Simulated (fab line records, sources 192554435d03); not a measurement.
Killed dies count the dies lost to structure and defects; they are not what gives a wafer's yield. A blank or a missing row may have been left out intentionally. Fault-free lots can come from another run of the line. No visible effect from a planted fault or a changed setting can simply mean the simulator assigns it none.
Split-lot trial ; flow n5Finfet ; on a route of 1938 steps: 7 lots, 21 wafers read

THE SPLIT ITSELF
At N5_MOL_CONTACT_COAG_CONTACT_ETCH_14 (etches SiO2 in C4F6/O2, target depth 27.5 nm, overetch 8.5 nm, time 20 s), the setting sourceW was moved away from the recipe's 370 W on 4 of the 21 wafers read, by -15.3% to +17.8%. The other wafers ran this setting at the recipe's value.

The reading comes from the split's own step.

THE READING
rfVppV, in V, at N5_MOL_CONTACT_COAG_CONTACT_ETCH_14 (etches SiO2 in C4F6/O2, target depth 27.5 nm, overetch 8.5 nm, time 20 s). A value of 693 V with a standard deviation of 3.4 V is what fault-free wafers of this fab line usually give.

wafer;tool, chamber at the split;sourceW as run, W;against the recipe;rfVppV, V;against lot-mates on the recipe
L081.1;rieDiel-02, 1;370;recipe;696;-
L081.2;rieDiel-02, 2;370;recipe;693;-
L081.3;rieDiel-02, 3;370;recipe;692;-
L083.2;rieDiel-02, 0;370;recipe;692;-
L083.3;rieDiel-02, 3;370;recipe;693;-
L083.4;rieDiel-02, 2;370;recipe;691;-
L087.1;rieDiel-06, 3;370;recipe;687;-
L087.2;rieDiel-06, 0;313.4;-15.3%;726;+39
L087.4;rieDiel-06, 3;313.4;-15.3%;728;+41
L091.1;rieDiel-06, 1;370;recipe;692;-
L091.2;rieDiel-06, 3;370;recipe;688;-
L091.5;rieDiel-06, 1;370;recipe;694;-
L093.2;rieDiel-06, 2;370;recipe;697;-
L093.3;rieDiel-06, 3;370;recipe;688;-
L093.4;rieDiel-06, 1;370;recipe;692;-
L094.1;rieDiel-03, 2;370;recipe;691;-
L094.2;rieDiel-03, 3;370;recipe;698;-
L094.4;rieDiel-03, 1;370;recipe;696;-
L096.1;rieDiel-02, 2;435.7;+17.8%;651;-42
L096.2;rieDiel-02, 3;370;recipe;693;-
L096.3;rieDiel-02, 0;435.7;+17.8%;664;-29

THE FIT
A straight line over all 21 wafers: rfVppV changes by -2.09 V for each +1% of sourceW; r = -0.97; the points scatter about the line by 3.7 V.
The same after taking each lot's own level away (the mean of its wafers on the recipe; 21 wafers): -2.27 V for each +1%; r = -0.98; scatter 3.7 V.
That fit puts the effect of the largest move of sourceW on the reading at 40 V.
The lots' own levels span 687.0 to 695.0 V, that is 2.4 times the standard deviation above.
The two slopes are in agreement: the lot-to-lot level therefore moves the slope only a little.
Check: for one of the wafers moved furthest among these (+17.8%), held out of the fit, the line's prediction against its lot-mates is -37.9 V. Against them it came out at -42 V.
Tool readings at the split's step, against how far the setting was moved: rfVppV r = -0.97.

OTHER SPLITS APPLIED TO THESE WAFERS
Note: prior to the reading, these wafers also went through further splits. Each is held against what the fit with the lots' levels taken away leaves over:
other split on the same wafers;wafers away from the commonest value;r with rfVppV (lot level and that fit taken away)
N5_MOL_CONTACT_COAG_EXPOSE_05 doseMj;3;-0.19

THE FILE'S OWN FIT
rfVppV changes by -2.24 V for each +1% of sourceW, r = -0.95.
